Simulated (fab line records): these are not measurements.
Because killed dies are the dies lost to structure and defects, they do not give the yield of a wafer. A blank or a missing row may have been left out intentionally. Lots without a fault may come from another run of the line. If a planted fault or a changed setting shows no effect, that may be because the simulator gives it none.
Which tool was responsible? | flow n5Finfet | Sampling: 11 lots, 33 wafers, 3 of 1938 route steps

== WHAT THE GAUGES READ, wafer by wafer ==
N5_BEOL_M9_CD_MEAS_35: target cd 70 nm, target cd y 40 nm. Usual: 69.9 nm for cdNm, sd 0.68.
lot  | measured     | on       | cdNm (nm)      | flag
L825 | day 10 12:53 | cdSem-01 | 69.7 70.3 69.4 | 
L824 | day 10 12:41 | cdSem-01 | 70.3 70.2 69.7 | 
L827 | day 11 09:50 | cdSem-03 | 69.7 68.3 69.7 | 
L828 | day 11 12:08 | cdSem-02 | 70.3 70.8 69.5 | 
L839 | day 14 07:35 | cdSem-02 | 68.7 69.7 69.2 | 
L841 | day 14 20:32 | cdSem-02 | 69.8 70.4 69.9 | 
L843 | day 14 22:29 | cdSem-03 | 68.2 68.1 68.1 | 
L844 | day 15 10:09 | cdSem-02 | 70.1 70.9 69.4 | 
L845 | day 16 00:46 | cdSem-03 | 69.2 69.1 70.5 | 
L847 | day 16 05:26 | cdSem-02 | 69.6 68.7 70.2 | 
L846 | day 16 05:56 | cdSem-03 | 69.9 70.7 70.1 | 

== WHAT TOOL EACH LOT RAN ON (gives the tool, then ch and the chambers of the sampled wafers, and finally the start) ==
lot  | N5_BEOL_M8_PRE_CLEAN_45     | N5_BEOL_M9_STRIP_36
L825 | pvdSputter-01, day 10 05:06 | rieDiel-03 ch 1,2,3, day 10 12:31
L824 | pvdSputter-01, day 10 05:32 | rieDiel-04 ch 0,1,3, day 10 12:19
L827 | pvdSputter-03, day 10 23:58 | rieDiel-04 ch 1,2,3, day 11 09:28
L828 | pvdSputter-02, day 11 04:39 | rieDiel-06 ch 0,2,3, day 11 11:47
L839 | pvdSputter-02, day 14 00:21 | rieDiel-06 ch 0,1,2, day 14 07:13
L841 | pvdSputter-03, day 14 08:40 | rieDiel-06 ch 0,1,2, day 14 20:09
L843 | pvdSputter-02, day 14 12:49 | rieDiel-04 ch 1,2, day 14 22:07
L844 | pvdSputter-02, day 15 04:04 | rieDiel-04 ch 1,2,3, day 15 09:46
L845 | pvdSputter-02, day 15 14:18 | rieDiel-03 ch 0,2,3, day 16 00:23
L847 | pvdSputter-01, day 15 18:21 | rieDiel-03 ch 0,2,3, day 16 05:05
L846 | pvdSputter-02, day 15 18:37 | rieDiel-04 ch 0,3, day 16 05:34
- N5_BEOL_M8_PRE_CLEAN_45: time 30 s.
- N5_BEOL_M9_STRIP_36: strips in N2/H2.

== WHAT THE TOOLS THEMSELVES READ (means of the sampled wafers that have a number; where no wafer has one, the mark that the record gives instead) ==
N5_BEOL_M8_PRE_CLEAN_45. Usual: 327 W for heaterPowerW, sd 34.
lot  | tool          | heaterPowerW (W) | flag
L825 | pvdSputter-01 | 336              | 
L824 | pvdSputter-01 | 391              | 
L827 | pvdSputter-03 | 314              | 
L828 | pvdSputter-02 | 324              | 
L839 | pvdSputter-02 | 321              | 
L841 | pvdSputter-03 | 317              | 
L843 | pvdSputter-02 | 321              | 
L844 | pvdSputter-02 | 319              | 
L845 | pvdSputter-02 | 319              | 
L847 | pvdSputter-01 | 333              | 
L846 | pvdSputter-02 | 321              | 

N5_BEOL_M9_STRIP_36. Usual: drypumpMotorCurrentA 5.9 A, standard deviation 0.41; oesProductAu 0.78 a.u., standard deviation 0.093; powerW 450.1 W, standard deviation 1.3; rfVppV 59.1 V, standard deviation 1.3; showerheadPlenumPTorr 2.56 Torr, standard deviation 0.07; throttleValvePct 23.62 %, standard deviation 0.3.
lot  | tool       | drypumpMotorCurrentA (A) | oesProductAu (a.u.) | powerW (W) | rfVppV (V) | showerheadPlenumPTorr (Torr) | throttleValvePct (%) | flag
L825 | rieDiel-03 | 5.9                      | 0.81                | 449.9      | 58.2       | 2.56                         | 23.43                | 
L824 | rieDiel-04 | 5.9                      | 0.77                | 449.4      | 57.7       | 2.61                         | 23.54                | 
L827 | rieDiel-04 | 6.0                      | 0.82                | 450.1      | 59.2       | 2.62                         | 23.64                | 
L828 | rieDiel-06 | 5.6                      | 0.73                | 451.3      | 59.3       | 2.45                         | 23.79                | 
L839 | rieDiel-06 | 5.4                      | 0.72                | 399.3      | 59.3       | 2.49                         | 23.85                | OFF
L841 | rieDiel-06 | 5.4                      | 0.71                | 398.7      | 59.9       | 2.49                         | 23.86                | OFF
L843 | rieDiel-04 | 6.3                      | 0.77                | 449.0      | 61.0       | 2.61                         | 23.46                | 
L844 | rieDiel-04 | 6.0                      | 0.79                | 449.0      | 59.1       | 2.61                         | 23.67                | 
L845 | rieDiel-03 | 6.1                      | 0.83                | 450.0      | 60.4       | 2.54                         | 23.43                | 
L847 | rieDiel-03 | 6.1                      | 0.83                | 450.4      | 59.9       | 2.54                         | 23.43                | 
L846 | rieDiel-04 | 5.8                      | 0.76                | 449.5      | 58.3       | 2.58                         | 23.60                | 

== THE ANSWER, worked out from the rows above alone ==
Rule: lot off if the mean of its wafers having a number is beyond 3 standard deviations from the usual mean. A lot without any number at a reading at which 4 lots or more have one is off too. All remaining lots with rows at the step are treated as sound. The gauges are gone through in route order, then the tools' own readings, and for those a lot's mean is taken as printed above. The first step at which some lot is off is used, and at that step the reading that is off furthest; a lot without a number counts as furthest.
Off: L839, L841 (N5_BEOL_M9_STRIP_36, powerW).
A tool fits if, at that step or a process step before it, it ran every lot that is off, and no sound lot after the first of them. One fits: N5_BEOL_M9_STRIP_36 on rieDiel-06. Its last sound lot is L828 (day 11 11:47), its first lot that is off L839 (day 14 07:13): a fault that began between those two fits.
The tool's own readings at N5_BEOL_M9_STRIP_36 bear it out: on the lots that are off they differ by more than 5 times the standard deviation of the sound lots' means. powerW reads 399.0 W there against 449.8 W on the sound lots.

== WHAT THE SIMULATOR HAD INSERTED ==
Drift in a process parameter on rieDiel-06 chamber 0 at N5_BEOL_M9_STRIP_36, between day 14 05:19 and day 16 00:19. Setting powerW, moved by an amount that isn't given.
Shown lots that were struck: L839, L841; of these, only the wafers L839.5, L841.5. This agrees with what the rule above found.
